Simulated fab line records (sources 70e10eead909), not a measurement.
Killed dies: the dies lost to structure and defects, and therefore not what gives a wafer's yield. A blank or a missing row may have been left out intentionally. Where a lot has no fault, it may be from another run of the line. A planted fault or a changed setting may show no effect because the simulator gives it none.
Chamber matching | flow nandHarc | rieDiel-04 running NHARC_A_BLC_DESCUM_15: 4 sister chambers
The step chemistry O2, time 3 s. 16 wafers are shown with their chamber, then 8 later ones without.

== WAFERS WITH THEIR CHAMBER ==
wafer  | chamber | showerheadPlenumPTorr (Torr) | drypumpMotorCurrentA (A) | oesProductAu (a.u.)
L972.1 | 2       | 2.03                         | 5.9                      | 0.992
L972.3 | 1       | 1.94                         | 5.2                      | 0.997
L972.4 | 0       | 1.78                         | 4.8                      | 1.004
L968.1 | 0       | 1.78                         | 4.8                      | 0.991
L968.3 | 2       | 2.03                         | 5.9                      | 0.995
L968.4 | 2       | 2.03                         | 5.9                      | 0.999
L970.2 | 0       | 1.78                         | 4.8                      | 0.994
L970.3 | 3       | 1.81                         | 6.0                      | 1.011
L970.4 | 2       | 2.03                         | 5.9                      | 0.984
L973.3 | 2       | 2.03                         | 5.8                      | 0.978
L973.4 | 2       | 2.03                         | 5.9                      | 0.991
L973.6 | 1       | 1.94                         | 5.1                      | 0.999
L984.1 | 1       | 1.94                         | 5.2                      | 1.004
L984.3 | 0       | 1.77                         | 4.8                      | 1.010
L984.4 | 2       | 2.02                         | 5.9                      | 0.985
L990.2 | 1       | 1.94                         | 5.1                      | 1.013

SIGNATURES, as means of the wafers listed above
reading               | chamber 0 | chamber 1 | chamber 2 | chamber 3 | scatter within a chamber
showerheadPlenumPTorr | 1.7775    | 1.9400    | 2.0286    | 1.8100    | 0.00366
drypumpMotorCurrentA  | 4.800     | 5.150     | 5.886     | 6.000     | 0.0393
oesProductAu          | 0.99975   | 1.00325   | 0.98914   | 1.01100   | 0.00762
Rule: distance of a wafer from a chamber = root of the sum over the readings of ((wafer's reading minus chamber's mean) / reading's scatter) squared. If the next closest chamber is less than 2 further off than the closest, the wafer can't be placed; otherwise it belongs to the closest. The scatter: the root of (the sum of the squares of (reading less its chamber's mean) over the shown wafers, divided by (wafers less chambers)).

== WAFERS WITHOUT THEIR CHAMBER ==
wafer  | showerheadPlenumPTorr (Torr) | drypumpMotorCurrentA (A) | oesProductAu (a.u.)
L990.4 | 2.02                         | 5.9                      | 1.001
L990.6 | 1.77                         | 4.8                      | 1.016
L988.1 | 2.02                         | 5.9                      | 1.003
L988.4 | 1.94                         | 5.2                      | 1.007
L988.6 | 2.02                         | 5.9                      | 1.002
L989.2 | 2.02                         | 5.9                      | 0.999
L989.3 | 1.94                         | 5.2                      | 1.011
L989.6 | 1.81                         | 6.0                      | 1.026

== WHICH CHAMBER EACH WENT THROUGH ==
wafer  | from the rows above | in truth
L990.4 | 2                   | 2
L990.6 | 0                   | 0
L988.1 | 2                   | 2
L988.4 | 1                   | 1
L988.6 | 2                   | 2
L989.2 | 2                   | 2
L989.3 | 1                   | 1
L989.6 | 3                   | 3
Correct placement for 8 of the 8. Left unplaced by these rows: 0. 0 placed wrongly.
